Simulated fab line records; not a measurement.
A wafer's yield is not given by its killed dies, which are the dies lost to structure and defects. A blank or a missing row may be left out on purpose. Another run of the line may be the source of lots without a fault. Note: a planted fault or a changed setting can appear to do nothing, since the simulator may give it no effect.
Which tool did it? | flow nand-harc | 12 lots, 36 wafers sampled, at 5 steps of a route of 1302

## WHAT EACH GAUGE READ, for each wafer
NHARC_END_SORT_01.
lot  | measured     | on        | killed-at-array | killed-at-other | killed-at-periphery | killed-dies | killed-open | killed-short
L138 | day 27 10:49 | prober-02 | 58 59 58        | 1 1 1           | 1 4 9               | 60 64 68    | 0 4 5       | 0 7 1
L142 | day 29 01:26 | prober-01 | 36              | 0               | 5                   | 41          | 3           | 5

## WHICH TOOL RAN EACH LOT (tool, then ch and the chambers of the sampled wafers, then the start)
lot  | NHARC_A_SGD_CUT_DEP_00          | NHARC_A_SGD_CUT_CMP_21        | NHARC_A_SGD_CUT_ETCHBACK_24        | NHARC_A_SGD_CUT_STRIP_28
L133 | pecvd-04 ch 0,1, day 19 07:29   | cmp-03 ch 0,3, day 19 14:25   | rie-diel-06 ch 0,1,3, day 19 14:54 | rie-diel-06 ch 1,2,3, no start
L132 | pecvd-01 ch 0,1, day 19 15:51   | cmp-01 ch 0,2,3, day 19 23:40 | rie-diel-04 ch 0,2,3, day 20 00:10 | rie-diel-04 ch 0,1,3, no start
L134 | pecvd-03 ch 1,2, day 20 05:37   | cmp-04 ch 0,2,3, day 20 12:20 | rie-diel-05 ch 0,1,2, day 20 12:49 | rie-diel-05 ch 0,3, no start
L138 | pecvd-04 ch 0,2, day 22 03:53   | cmp-03 ch 0,3, day 22 11:07   | rie-diel-04 ch 0,2, day 22 11:37   | rie-diel-04 ch 1,2, day 22 11:46
L137 | pecvd-01 ch 0,1, day 22 11:02   | cmp-03 ch 1,2,3, day 22 17:33 | rie-diel-04 ch 0,1,2, day 22 18:00 | rie-diel-04 ch 0,2,3, no start
L139 | pecvd-03 ch 1,2, day 22 22:24   | cmp-01 ch 0,1,2, day 23 05:19 | rie-diel-06 ch 0,3, day 23 05:45   | rie-diel-06 ch 0,2,3, no start
L140 | pecvd-01 ch 0,1, day 22 22:43   | cmp-03 ch 0,2,3, day 23 05:17 | rie-diel-05 ch 0,1,3, day 23 05:44 | rie-diel-05 ch 0,1,2, no start
L142 | pecvd-01 ch 0,2, day 23 17:16   | cmp-03 ch 1,2, day 24 00:51   | rie-diel-04 ch 1,2,3, day 24 01:18 | rie-diel-04 ch 1,2,3, day 29 01:26 or earlier
L149 | pecvd-01 ch 1,2, day 26 09:25   | cmp-03 ch 0,1,2, day 26 16:08 | rie-diel-06 ch 2,3, day 26 16:36   | rie-diel-06 ch 0,1,3, no start
L154 | pecvd-03 ch 0,1,2, day 28 10:11 | cmp-03 ch 0,3, day 28 17:38   | rie-diel-04 ch 0,3, day 28 18:08   | rie-diel-04 ch 0,1,2, no start
L153 | pecvd-04 ch 0,1, day 28 10:26   | cmp-01 ch 0,1, day 28 17:49   | rie-diel-05 ch 0,3, day 28 18:16   | rie-diel-05 ch 0,1,3, no start
L152 | pecvd-01 ch 0,1,2, day 28 11:28 | cmp-03 ch 0,1,3, day 28 17:52 | rie-diel-04 ch 0,1,2, day 28 18:19 | rie-diel-04 ch 2,3, no start
- NHARC_A_SGD_CUT_DEP_00: deposits SiNx, target thk 50 nm.
- NHARC_A_SGD_CUT_CMP_21: polishes, target thk 148.19 nm.
- NHARC_A_SGD_CUT_ETCHBACK_24: etches the open film in CH3F/O2, target depth 50 nm, time 92.857 s.
- NHARC_A_SGD_CUT_STRIP_28: strips in O2, time 20 s.

## AS READ BY THE TOOLS THEMSELVES (means over the sampled wafers that have a number; for cases with no such wafer, the mark the record gives instead)
NHARC_A_SGD_CUT_DEP_00.
lot  | tool     | heater-power-w (W)
L133 | pecvd-04 | 782
L132 | pecvd-01 | 695
L134 | pecvd-03 | 566
L138 | pecvd-04 | 667
L137 | pecvd-01 | 727
L139 | pecvd-03 | 676
L140 | pecvd-01 | 723
L142 | pecvd-01 | 743
L149 | pecvd-01 | 714
L154 | pecvd-03 | 608
L153 | pecvd-04 | 752
L152 | pecvd-01 | 759

NHARC_A_SGD_CUT_CMP_21.
lot  | tool   | motor-current-A (A) | time-to-endpoint-s (s)
L133 | cmp-03 | 11.6                | 46.5
L132 | cmp-01 | 12.4                | 52.7
L134 | cmp-04 | 11.6                | 52.0
L138 | cmp-03 | 11.5                | 49.8
L137 | cmp-03 | 11.9                | 47.1
L139 | cmp-01 | 11.6                | 52.7
L140 | cmp-03 | 11.8                | 39.5
L142 | cmp-03 | 12.7                | 43.5
L149 | cmp-03 | 12.0                | 51.4
L154 | cmp-03 | 11.4                | 49.6
L153 | cmp-01 | 11.0                | 52.3
L152 | cmp-03 | 12.1                | 50.5

NHARC_A_SGD_CUT_ETCHBACK_24.
lot  | tool        | drypump-motor-current-A (A) | oes-product-au (a.u.) | rf-vpp-V (V) | showerhead-plenum-p-Torr (Torr) | throttle-valve-pct (%)
L133 | rie-diel-06 | 5.8                         | 0.99                  | 244.2        | 2.51                            | 20.657
L132 | rie-diel-04 | 5.5                         | 1.01                  | 246.2        | 2.54                            | 20.666
L134 | rie-diel-05 | 5.8                         | 0.92                  | 245.0        | 2.48                            | 20.667
L138 | rie-diel-04 | 5.2                         | 0.96                  | 246.7        | 2.61                            | 20.664
L137 | rie-diel-04 | 5.6                         | 1.01                  | 246.7        | 2.59                            | 20.661
L139 | rie-diel-06 | 6.1                         | 0.92                  | 244.7        | 2.43                            | 20.662
L140 | rie-diel-05 | 5.7                         | 0.92                  | 244.6        | 2.44                            | 20.657
L142 | rie-diel-04 | 5.9                         | 1.00                  | 245.5        | 2.53                            | 20.647
L149 | rie-diel-06 | 5.9                         | 0.94                  | 245.5        | 2.58                            | 20.659
L154 | rie-diel-04 | 5.8                         | 0.98                  | 244.4        | 2.48                            | 20.672
L153 | rie-diel-05 | 5.5                         | 0.92                  | 242.9        | 2.40                            | 20.661
L152 | rie-diel-04 | 5.6                         | 0.99                  | 246.4        | 2.59                            | 20.659

NHARC_A_SGD_CUT_STRIP_28.
lot  | tool        | drypump-motor-current-A (A) | oes-product-au (a.u.) | rf-vpp-V (V) | showerhead-plenum-p-Torr (Torr) | throttle-valve-pct (%)
L133 | rie-diel-06 | 5.7                         | 1.007                 | 58.4         | 3.70                            | 17.038
L132 | rie-diel-04 | 5.8                         | 1.012                 | 57.6         | 3.63                            | 17.045
L134 | rie-diel-05 | 5.4                         | 1.001                 | 57.5         | 3.45                            | 17.034
L138 | rie-diel-04 | 5.9                         | 1.000                 | 58.5         | 3.70                            | 17.041
L137 | rie-diel-04 | 5.5                         | 1.022                 | 58.8         | 3.64                            | 17.039
L139 | rie-diel-06 | 6.0                         | 1.002                 | 57.9         | 3.59                            | 17.038
L140 | rie-diel-05 | 5.8                         | 0.997                 | 57.1         | 3.56                            | 17.044
L142 | rie-diel-04 | 5.9                         | 0.998                 | 58.6         | 3.63                            | 17.051
L149 | rie-diel-06 | 5.9                         | 1.004                 | 57.6         | 3.59                            | 17.046
L154 | rie-diel-04 | 5.6                         | 1.001                 | 57.9         | 3.71                            | 17.043
L153 | rie-diel-05 | 5.7                         | 0.996                 | 58.3         | 3.49                            | 17.042
L152 | rie-diel-04 | 5.6                         | 1.001                 | 57.5         | 3.64                            | 17.034

## THE ANSWER, worked out from the rows above alone
Rule: the usual values come from the lots themselves. Put in order of their means at a reading, lots are off if they are a third of the lots or fewer, leave a main group of 4 or more, and stand apart from it by a gap of 3 or more times the standard deviation of the main group's means; of several such gaps the widest counts. A main group whose means are all the same, to the digits that the tables above print for the reading, isn't used. Also off: a lot with no number at a reading for which 4 or more lots have one. Any other lot the step has rows for is counted as sound. After the gauges, taken in route order, come the tools' own readings; for these a lot's mean is taken, as printed above. At the first step where some lot is off, the reading lying furthest off is the one used; lots without a number count as furthest.
No lot is off on any of the readings shown, so nothing can be concluded from this.

## WHAT THE SIMULATOR HAD PUT IN
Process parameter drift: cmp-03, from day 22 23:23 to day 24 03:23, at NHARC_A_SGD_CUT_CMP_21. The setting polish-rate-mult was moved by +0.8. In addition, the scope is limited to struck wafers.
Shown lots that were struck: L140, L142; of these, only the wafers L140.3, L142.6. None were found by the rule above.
